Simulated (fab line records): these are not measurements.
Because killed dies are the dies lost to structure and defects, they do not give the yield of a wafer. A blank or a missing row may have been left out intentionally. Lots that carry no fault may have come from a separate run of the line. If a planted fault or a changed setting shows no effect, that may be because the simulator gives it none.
Split-lot study + flow n5 finfet + 21 wafers read across 7 lots, on a route 1938 steps long

== THE SPLIT ==
At N5_BEOL_M5_ETCH_72 (etches underlayer in N2/H2, target depth 6.5 nm, time 5.2 s), the setting source w was moved away from the recipe's 840 W on 6 of the 21 wafers read, by -15.5% to +14.6%. The other wafers ran this setting at the recipe's value.

The split's own step is where the reading is taken.

== THE READING ==
rf vpp V, in V, at N5_BEOL_M5_ETCH_72 (etches underlayer in N2/H2, target depth 6.5 nm, time 5.2 s). Fault-free wafers of this fab line usually give 524.8 V, standard deviation 2.6 V.

| wafer  | tool, chamber at the split | source w as run, W | against the recipe | rf vpp V, V | against lot-mates on the recipe |
|--------|----------------------------|--------------------|--------------------|-------------|---------------------------------|
| L079.2 | rie diel-02, 1             | 709.7              | -15.5%             | 556.3       | no lot-mate on the recipe       |
| L079.4 | rie diel-02, 3             | 709.7              | -15.5%             | 560.6       | no lot-mate on the recipe       |
| L079.5 | rie diel-02, 1             | 709.7              | -15.5%             | 555.8       | no lot-mate on the recipe       |
| L083.1 | rie diel-02, 1             | 840                | recipe             | 526.2       | -                               |
| L083.3 | rie diel-02, 0             | 840                | recipe             | 521.9       | -                               |
| L083.5 | rie diel-02, 3             | 750.5              | -10.7%             | 547.6       | +23.6                           |
| L084.4 | rie diel-02, 2             | 840                | recipe             | 523.9       | -                               |
| L084.5 | rie diel-02, 3             | 840                | recipe             | 527.4       | -                               |
| L084.6 | rie diel-02, 0             | 840                | recipe             | 524.0       | -                               |
| L088.4 | rie diel-05, 0             | 840                | recipe             | 525.2       | -                               |
| L088.5 | rie diel-05, 1             | 962.8              | +14.6%             | 500.4       | -24.8                           |
| L088.6 | rie diel-05, 2             | 962.8              | +14.6%             | 498.9       | -26.3                           |
| L093.2 | rie diel-05, 3             | 840                | recipe             | 523.6       | -                               |
| L093.5 | rie diel-05, 1             | 840                | recipe             | 526.5       | -                               |
| L093.6 | rie diel-05, 0             | 840                | recipe             | 526.5       | -                               |
| L095.2 | rie diel-02, 0             | 840                | recipe             | 522.7       | -                               |
| L095.4 | rie diel-02, 1             | 840                | recipe             | 524.9       | -                               |
| L095.6 | rie diel-02, 0             | 840                | recipe             | 523.2       | -                               |
| L097.1 | rie diel-02, 3             | 840                | recipe             | 526.4       | -                               |
| L097.4 | rie diel-02, 1             | 840                | recipe             | 527.1       | -                               |
| L097.6 | rie diel-02, 0             | 840                | recipe             | 523.0       | -                               |

FIT RESULTS
A straight line over all 21 wafers: rf vpp V changes by -1.96 V for each +1% of source w; r = -0.99; the points scatter about the line by 2.2 V.
The same after taking each lot's own level away (the mean of its wafers on the recipe; 18 wafers): -1.86 V for each +1%; r = -0.99; scatter 1.8 V.
Per that fit: largest source w move, reading shift of 29 V.
Measured against the standard deviation above, the lots' own levels, which go from 523.60 to 525.53 V, span 0.7 times it.
Hence the lot-to-lot level has little effect on the slope; both slopes agree.
Check: -28.1 V against its lot-mates is what the line predicts for one of the wafers moved furthest among these (+14.6%) when that wafer is left out of the fit. It came out at -24.8 V against them.
Tool readings at the split's step, against how far the setting was moved: rf vpp V r = -0.99.

== THE FILE'S OWN FIT ==
rf vpp V changes by -1.91 V for each +1% of source w, r = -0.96.
